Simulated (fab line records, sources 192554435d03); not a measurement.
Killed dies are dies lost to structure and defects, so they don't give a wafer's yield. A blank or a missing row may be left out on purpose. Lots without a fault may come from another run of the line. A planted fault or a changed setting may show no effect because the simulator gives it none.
fab line records | flow n5_finfet
record lots=13 wafers=39 last_day=17
route steps=1938 shown BEOL_M1@814 PASSIVATION@1909
lots that met no fault: from a run of the same line without faults
start_h: hours from the record's first day to the start of the lot's first wafer shown | wait_h: hours since the lot's step before | " the same as in the row above | L1.1+2: a row that stands for several wafers | - no value, or no start given | * or withheld: withheld | < > ~ a bound
route shown NAME@n: a module of which the file shows steps, and the number in the route of the first | usual: mean/standard deviation of fault-free wafers | same: alike in all rows | chamber/n: place in a boat | sites: the reading at each site | _std_site: their standard deviation | _edge_site: outer sites' mean less inner sites' | radius_mm: how far each site lies from the wafer's centre | mask NAME#n: copy n | behind: the tool/chamber that last shaped the wafer | hold: why the lot was held/for how many hours/how that ended | device: the transistor (n, p or np) that didn't switch | end of line: the same wafers' tests at the end of the route | a step without rows: its recipe alone | killed: dies lost to structure and defects at the first sort, not the wafer's yield | map: a wafer's dies, x killed, . not, _ none there
set.NAME: the setting as run; set.NAME@STEP: as run at that earlier step | model.NAME: the simulator's own value behind a step, which no gauge read
steps of the route over a sample of lots; a table a step, a row a wafer
services: from which hour (start_h, from the record's first day; less than 0 if before it) a tool's chamber was out of use, for how many hours, and why
## steps
# step N5_BEOL_M1_SPUTTER_48
# recipe material=Cu target_thk_a=45 temp_c=-20 chamber_pressure_pa=0.07 power_w=withheld time_s=8.29
# usual chamber_pressure_pa=0.07/0.00015 throttle_valve_pct=30.7/1
# same time_s=8.29
# columns lot.wafer tool chamber start_h wait_h chamber_pressure_pa throttle_valve_pct
L519.1 pvd_sputter-03 - 122.58 0.2 0.07001 31.2
L519.2 " - " " 0.07012 28.6
L519.4 " - " " 0.06983 28.9
L520.1 pvd_sputter-02 - 134.57 0.2 0.06992 30.9
L520.3 " - " " 0.07005 30.2
L520.4 " - " " 0.07003 29.6
L522.2 pvd_sputter-02 - 145.81 0.6 0.06999 30.8
L522.5 " - " " 0.06996 30.5
L522.6 " - " " 0.06991 29.6
L524.1 pvd_sputter-01 - 162.96 0.2 0.07001 30.7
L524.3 " - " " 0.06992 31.6
L524.4 " - " " 0.07001 32.9
L526.1 pvd_sputter-01 - 165.43 0.1 0.07008 30.4
L526.5 " - " " 0.06996 32.6
L526.6 " - " " 0.07018 30.0
L527.3 pvd_sputter-01 - 171.09 0.1 0.07055 30.1
L527.4 " - " " 0.0702 32.7
L527.6 " - " " 0.07008 30.4
L529.2 pvd_sputter-02 - 188.91 0.1 0.07021 30.8
L529.5 " - " " 0.07022 30.6
L529.6 " - " " 0.07016 30.9
L534.1 pvd_sputter-03 - 219.81 0.2 0.06974 31.2
L534.3 " - " " 0.06975 28.6
L534.4 " - " " 0.07005 29.0
L535.1 pvd_sputter-03 - 225.79 0.1 0.06992 28.7
L535.4 " - " " 0.0703 29.0
L535.6 " - " " 0.06987 31.2
L536.2 pvd_sputter-03 - 229.73 0.1 0.07005 30.6
L536.3 " - " " 0.07 28.7
L536.5 " - " " 0.06984 31.2
L537.4 pvd_sputter-01 - 234.54 0.0 0.07001 30.5
L537.5 " - " " 0.06974 30.2
L537.6 " - " " 0.0701 32.9
L541.1 pvd_sputter-01 - 267.97 0.2 0.07007 30.2
L541.3 " - " " 0.07018 32.9
L541.5 " - " " 0.07006 30.1
L542.3 pvd_sputter-03 - 277.73 0.2 0.07004 28.6
L542.4 " - " " 0.06989 30.3
L542.6 " - " " 0.07011 30.3
# step N5_PASSIVATION_AL_ETCH_33
# recipe chemistry=Cl2/BCl3 target_depth_a=28000 over_etch_frac=0.15 Cl2_flow_sccm=180 bcl3_flow_sccm=60 target=Al stop_on=TaN time_s=466.7 ion_energy_ev=100 pressure_mtorr=10 icp_w=900 bias_w=100
# usual drypump_motor_current_A=5.5/0.33 oes_product_au=0.71/0.046 throttle_valve_pct=34.16/0.25
# same time_s=466.7
# columns lot.wafer tool chamber start_h wait_h drypump_motor_current_A oes_product_au rf_hours_counter_h throttle_valve_pct
L519.1 rie_metal-01 1 267.63 0.1 5.2 0.72 40 34.46
L519.2 " 0 " " 5.4 0.76 22 34.05
L519.4 " 1 " " 5.2 0.71 - 34.46
L520.1 rie_metal-01 1 278.45 0.1 5.2 0.73 41 34.42
L520.3 " 0 " " 5.4 0.76 - 34.03
L520.4 " 1 " " 5.2 0.71 - 34.43
L524.1 rie_metal-03 1 311.21 0.1 5.1 0.76 20 33.90
L524.3 " 0 " " 6.1 0.65 - 34.24
L524.4 " 1 " " 5.1 0.77 - 33.87
L522.2 rie_metal-02 1 312.74 0.1 5.7 0.77 16 34.52
L522.5 " 0 " " 5.5 0.66 - 33.89
L522.6 " 1 " " 5.7 0.76 - 34.54
L527.3 rie_metal-03 0 316.76 0.2 6.0 0.66 - 34.23
L527.4 " 1 " " 5.1 0.77 - 33.86
L527.6 " 1 " " 5.1 0.77 - 33.88
L526.1 rie_metal-02 0 317.71 0.1 5.5 0.67 57 33.84
L526.5 " 1 " " 5.7 0.77 - 34.50
L526.6 " 0 " " 5.5 0.67 - 33.86
L529.2 rie_metal-01 0 333.38 0.1 5.4 0.75 28 34.02
L529.5 " 1 " " 5.2 0.71 - 34.43
L529.6 " 0 " " 5.4 0.76 - 34.05
L534.1 rie_metal-02 0 355.25 0.1 5.5 0.67 59 33.84
L534.3 " 0 " " 5.5 0.68 - 33.81
L534.4 " 1 " " 5.8 0.77 - 34.49
L536.2 rie_metal-03 1 362.45 0.1 5.1 0.74 26 33.91
L536.3 " 0 " " 6.0 0.64 - 34.26
L536.5 " 0 " " 6.0 0.64 - 34.26
L535.1 rie_metal-03 1 369.96 0.1 5.1 0.74 28 33.91
L535.4 " 0 " " 6.0 0.63 - 34.26
L535.6 " 1 " " 5.1 0.74 - 33.92
L537.4 rie_metal-02 0 388.86 0.2 5.5 0.65 - 33.88
L537.5 " 0 " " 5.5 0.65 - 33.87
L537.6 " 1 " " 5.8 0.75 - 34.52
L541.1 rie_metal-02 1 404.07 0.1 5.8 0.74 23 34.51
L541.3 " 1 " " 5.8 0.74 - 34.52
L541.5 " 1 " " 5.8 0.74 - 34.47
L542.3 rie_metal-02 1 409.41 0.2 5.8 0.75 - 34.51
L542.4 " 0 " " 5.5 0.66 - 33.85
L542.6 " 1 " " 5.8 0.73 - 34.53
# step N5_PASSIVATION_PROBE_49
# usual defect_limited_yield=91.6/1.2 killed_at_M0_to_M3=33/9.4 killed_at_M4_up=13/5.2 killed_at_contacts=13/5.6 killed_at_front_end=37/9.5 killed_at_other=4/3.1 killed_dies=99/15 killed_open=65/11 killed_short=32/7.5 sort_bin_5_function=4.9/0.77 sort_bin_6_memory=3.1/0.65 sort_bin_8_speed=0.01/0.056 sort_n_pass=1081/15 sort_yield_pct=91.6/1.2
# same gross_dies=1180 killed_at_back_side=0 sort_bin_4_leakage[%]=0
# columns lot.wafer tool chamber start_h wait_h defect_limited_yield[%] killed_at_M0_to_M3 killed_at_M4_up killed_at_contacts killed_at_front_end killed_at_other killed_dies killed_open killed_short sort_bin_5_function[%] sort_bin_6_memory[%] sort_bin_8_speed[%] sort_n_pass sort_yield_pct[%]
L519.1 prober-02 - 272.32 0.0 91.6 42 15 10 31 1 99 71 28 4.9 3.2 0 1081 91.6
L519.2 prober-02 - 272.37 0.1 91.9 34 16 21 21 4 96 78 18 4.7 3.3 0 1084 91.9
L519.4 prober-02 - 272.47 0.2 92.1 53 8 13 16 3 93 64 29 4.7 2.8 0 1087 92.1
L529.2 prober-01 - 339.81 0.1 86.9 100 11 8 30 5 154 50 19 8.1 3.0 0 1026 86.9
L529.5 prober-01 - 339.96 0.2 93.1 25 15 15 26 1 82 49 32 4.0 2.6 0 1098 93.1
L529.6 prober-01 - 340.01 0.3 85.7 106 10 4 40 9 169 51 26 8.7 3.6 0 1011 85.7
L536.3 prober-01 - 367.42 0.1 91.8 42 15 9 31 0 97 68 29 5.3 2.6 0 1083 91.8
L535.1 prober-01 - 374.78 0.0 91.3 38 15 8 35 7 103 72 31 4.7 3.9 0 1077 91.3
L535.4 prober-01 - 374.93 0.2 92.5 31 16 6 32 3 88 48 40 4.7 2.3 0 1092 92.5
L535.6 prober-01 - 375.03 0.3 91.9 47 9 9 27 4 96 59 37 5.1 3.0 0 1084 91.9
# killed by level:class
L519.1 BEOL_M1:geometric_particle:open=15 BEOL_M3:geometric_particle:open=10 BEOL_M4:geometric_particle:open=9 MOL_CONTACT_COAG:geometric_particle:open=7 GATE_CUT:geometric_particle:open=6 GATE_CUT:geometric_particle:short=6 BEOL_M0_SAQP:geometric_particle:short=6 FIN_SAQP:geometric_particle:open=5
L519.2 MOL_CONTACT_COAG:geometric_particle:open=19 BEOL_M2:geometric_particle:open=10 BEOL_M3:geometric_particle:open=7 BEOL_M5:geometric_particle:open=6 STI_FIN_REVEAL:geometric_particle:open=5 GATE_CUT:geometric_particle:open=5 BEOL_M1:geometric_particle:open=5 BEOL_M4:geometric_particle:open=4
L519.4 BEOL_M0_SAQP:geometric_particle:short=13 MOL_CONTACT_COAG:geometric_particle:open=11 BEOL_M0_SAQP:geometric_particle:open=11 BEOL_M2:geometric_particle:open=10 BEOL_M3:geometric_particle:open=8 BEOL_M1:geometric_particle:open=7 DUMMY_GATE:geometric_particle:open=4 STI_FIN_REVEAL:geometric_particle:open=2
L529.2 BEOL_M1:unspecified=84 MOL_CONTACT_COAG:geometric_particle:open=8 FIN_SAQP:geometric_particle:open=6 STI_FIN_REVEAL:geometric_particle:open=6 BEOL_M0_SAQP:geometric_particle:short=5 BEOL_M4:geometric_particle:open=5 BEOL_M0_SAQP:geometric_particle:open=4 BEOL_M3:geometric_particle:open=4
L529.5 MOL_CONTACT_COAG:geometric_particle:open=10 BEOL_M0_SAQP:geometric_particle:short=10 GATE_CUT:geometric_particle:short=7 DUMMY_GATE:geometric_particle:open=6 BEOL_M0_SAQP:geometric_particle:open=6 MOL_CONTACT_COAG:geometric_particle:short=5 BEOL_M4:geometric_particle:open=4 FIN_SAQP:geometric_particle:open=3
L529.6 BEOL_M1:unspecified=91 STI_FIN_REVEAL:geometric_particle:open=9 BEOL_M0_SAQP:geometric_particle:open=7 FIN_SAQP:geometric_particle:open=6 FIN_SAQP:geometric_particle:short=6 BEOL_M4:geometric_particle:open=6 MOL_CONTACT_COAG:geometric_particle:open=4 PAD_METAL:geometric_particle:open=4
L536.3 BEOL_M3:geometric_particle:open=10 BEOL_M0_SAQP:geometric_particle:open=9 STARTING-WAFER:geometric_particle:open=7 MOL_CONTACT_COAG:geometric_particle:open=7 STI_FIN_REVEAL:geometric_particle:open=5 BEOL_M0_SAQP:geometric_particle:short=5 BEOL_M0:geometric_particle:open=5 BEOL_M4:geometric_particle:open=5
L535.1 BEOL_M0_SAQP:geometric_particle:short=11 STI_FIN_REVEAL:geometric_particle:open=10 BEOL_M0_SAQP:geometric_particle:open=10 BEOL_M4:geometric_particle:open=8 MOL_CONTACT_COAG:geometric_particle:open=7 BEOL_M1:geometric_particle:open=6 DUMMY_GATE:geometric_particle:open=5 FIN_SAQP:geometric_particle:short=4
L535.4 FIN_SAQP:geometric_particle:short=11 BEOL_M0_SAQP:geometric_particle:short=9 BEOL_M4:geometric_particle:open=8 BEOL_M0_SAQP:geometric_particle:open=6 MOL_CONTACT_COAG:geometric_particle:open=5 BEOL_M4:geometric_particle:short=5 STI_FIN_REVEAL:geometric_particle:open=4 GATE_CUT:geometric_particle:open=3
L535.6 BEOL_M0_SAQP:geometric_particle:open=13 BEOL_M0_SAQP:geometric_particle:short=13 BEOL_M3:geometric_particle:open=9 MOL_CONTACT_COAG:geometric_particle:open=7 FIN_SAQP:geometric_particle:short=5 BEOL_M2:geometric_particle:open=5 STARTING-WAFER:geometric_particle:short=5 GATE_CUT:geometric_particle:short=4
## services
# columns tool chamber start_h hours kind
pvd_sputter-03 - 99.64 2.2 repair
rie_metal-02 1 101.61 - clean
rie_metal-02 1 101.61 17.6 scheduled_down
rie_metal-02 1 101.61 17.6 vent_cycle
pvd_sputter-03 - 107.67 2.0 repair
pvd_sputter-03 - 113.99 0.9 repair
pvd_sputter-01 - 129.15 1.9 repair
rie_metal-01 - 204.00 0.5 repair
pvd_sputter-02 - 238.19 1.5 repair
rie_metal-02 - 281.58 1.0 repair
pvd_sputter-02 - 285.64 5.0 repair
rie_metal-02 - 293.50 1.4 pm
rie_metal-01 - 311.40 1.4 pm
pvd_sputter-03 - 338.72 1.8 repair
rie_metal-01 - 351.44 0.4 repair
pvd_sputter-01 - 400.66 0.8 repair
pvd_sputter-03 - 404.95 2.1 repair
## key
first_sign step=N5_PASSIVATION_PROBE_49 reading=killed_at_M0_to_M3 direction=up sigmas=7.5 usual=33 struck=103
effect step=N5_PASSIVATION_PROBE_49 reading=defect_limited_yield direction=down sigmas=4.3 usual=91.6 struck=86.3
more_kills_born_at N5_BEOL_M1_SPUTTER_48@pvd_sputter-02=175
met_at N5_BEOL_M1_SPUTTER_48
struck_lots L529
struck_wafers L529.2,L529.6
not_acting_at N5_PASSIVATION_AL_ETCH_33
onset_between 145.81 188.91
fault kind=chamber_particle_source tool=pvd_sputter-02 chamber=- onset_h=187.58 steps=N5_BEOL_M1_SPUTTER_48 rate_per_visit_cm2=0.60335 end_h=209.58 scope=struck_wafers_only
